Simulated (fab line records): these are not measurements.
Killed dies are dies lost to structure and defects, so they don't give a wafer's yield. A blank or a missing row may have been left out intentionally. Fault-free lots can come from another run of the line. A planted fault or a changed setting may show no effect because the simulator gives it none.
Matching of chambers :: flow nand-harc :: NHARC_A_CHANNEL_HOLE_D2_ETCH_44 on rie-diel-12 has 4 sister chambers
The step etches the open film in CF4/O2, target depth 140 nm, overetch 14 nm, time 77 s. 16 wafers are shown with their chamber, then 8 later ones without.

== WAFERS WITH THEIR CHAMBER ==
wafer: L075.2
chamber: 2
showerhead-plenum-p-Torr (Torr): 1.25
drypump-motor-current-A (A): 5.9
rf-vpp-V (V): 196.6

wafer: L075.5
chamber: 0
showerhead-plenum-p-Torr (Torr): 1.42
drypump-motor-current-A (A): 5.9
rf-vpp-V (V): 201.1

wafer: L075.6
chamber: 1
showerhead-plenum-p-Torr (Torr): 1.37
drypump-motor-current-A (A): 5.8
rf-vpp-V (V): 198.6

wafer: L074.1
chamber: 2
showerhead-plenum-p-Torr (Torr): 1.25
drypump-motor-current-A (A): 6.0
rf-vpp-V (V): 195.2

wafer: L074.4
chamber: 3
showerhead-plenum-p-Torr (Torr): 1.41
drypump-motor-current-A (A): 6.5
rf-vpp-V (V): 198.4

wafer: L074.6
chamber: 0
showerhead-plenum-p-Torr (Torr): 1.42
drypump-motor-current-A (A): 5.9
rf-vpp-V (V): 199.4

wafer: L078.3
chamber: 3
showerhead-plenum-p-Torr (Torr): 1.41
drypump-motor-current-A (A): 6.5
rf-vpp-V (V): 200.3

wafer: L078.5
chamber: 1
showerhead-plenum-p-Torr (Torr): 1.37
drypump-motor-current-A (A): 5.8
rf-vpp-V (V): 197.5

wafer: L078.6
chamber: 2
showerhead-plenum-p-Torr (Torr): 1.25
drypump-motor-current-A (A): 5.9
rf-vpp-V (V): 195.8

wafer: L081.2
chamber: 0
showerhead-plenum-p-Torr (Torr): 1.41
drypump-motor-current-A (A): 5.9
rf-vpp-V (V): 198.5

wafer: L081.5
chamber: 0
showerhead-plenum-p-Torr (Torr): 1.41
drypump-motor-current-A (A): 5.9
rf-vpp-V (V): 198.5

wafer: L081.6
chamber: 3
showerhead-plenum-p-Torr (Torr): 1.41
drypump-motor-current-A (A): 6.5
rf-vpp-V (V): 199.1

wafer: L085.1
chamber: 3
showerhead-plenum-p-Torr (Torr): 1.41
drypump-motor-current-A (A): 6.5
rf-vpp-V (V): 198.6

wafer: L085.3
chamber: 0
showerhead-plenum-p-Torr (Torr): 1.41
drypump-motor-current-A (A): 5.9
rf-vpp-V (V): 198.7

wafer: L085.4
chamber: 1
showerhead-plenum-p-Torr (Torr): 1.37
drypump-motor-current-A (A): 5.8
rf-vpp-V (V): 197.7

wafer: L090.1
chamber: 1
showerhead-plenum-p-Torr (Torr): 1.37
drypump-motor-current-A (A): 5.8
rf-vpp-V (V): 198.4

SIGNATURES, as means of the wafers listed above
reading: showerhead-plenum-p-Torr
chamber 0: 1.4140
chamber 1: 1.3700
chamber 2: 1.2500
chamber 3: 1.4100
scatter within a chamber: 0.00316

reading: drypump-motor-current-A
chamber 0: 5.900
chamber 1: 5.800
chamber 2: 5.933
chamber 3: 6.500
scatter within a chamber: 0.0236

reading: rf-vpp-V
chamber 0: 199.240
chamber 1: 198.050
chamber 2: 195.867
chamber 3: 199.100
scatter within a chamber: 0.861
Rule: for a wafer and a chamber, the distance is found by dividing, reading by reading, the gap between the wafer's reading and the chamber's mean by the reading's scatter, squaring, summing and taking the root. If the next closest chamber is less than 2 further off than the closest, the wafer can't be placed; otherwise it belongs to the closest. The scatter is the square root of a quotient: the sum, over the shown wafers, of each reading's squared deviation from its chamber's mean, divided by wafers minus chambers.

== WAFERS WITHOUT THEIR CHAMBER ==
wafer: L090.4
showerhead-plenum-p-Torr (Torr): 1.41
drypump-motor-current-A (A): 6.5
rf-vpp-V (V): 199.8

wafer: L090.5
showerhead-plenum-p-Torr (Torr): 1.36
drypump-motor-current-A (A): 5.8
rf-vpp-V (V): 198.4

wafer: L094.1
showerhead-plenum-p-Torr (Torr): 1.36
drypump-motor-current-A (A): 5.8
rf-vpp-V (V): 199.1

wafer: L094.2
showerhead-plenum-p-Torr (Torr): 1.25
drypump-motor-current-A (A): 5.9
rf-vpp-V (V): 195.9

wafer: L094.5
showerhead-plenum-p-Torr (Torr): 1.41
drypump-motor-current-A (A): 5.9
rf-vpp-V (V): 199.6

wafer: L096.1
showerhead-plenum-p-Torr (Torr): 1.41
drypump-motor-current-A (A): 5.9
rf-vpp-V (V): 200.2

wafer: L096.2
showerhead-plenum-p-Torr (Torr): 1.36
drypump-motor-current-A (A): 5.8
rf-vpp-V (V): 198.0

wafer: L096.6
showerhead-plenum-p-Torr (Torr): 1.40
drypump-motor-current-A (A): 6.5
rf-vpp-V (V): 199.3

== WHICH CHAMBER EACH ONE RAN IN ==
wafer: L090.4
from the rows above: 3
in truth: 3

wafer: L090.5
from the rows above: 1
in truth: 1

wafer: L094.1
from the rows above: 1
in truth: 1

wafer: L094.2
from the rows above: 2
in truth: 2

wafer: L094.5
from the rows above: 0
in truth: 0

wafer: L096.1
from the rows above: 0
in truth: 0

wafer: L096.2
from the rows above: 1
in truth: 1

wafer: L096.6
from the rows above: 3
in truth: 3
Placed correctly: 8 of 8. Not placeable from these rows: 0. Placed wrongly: 0.
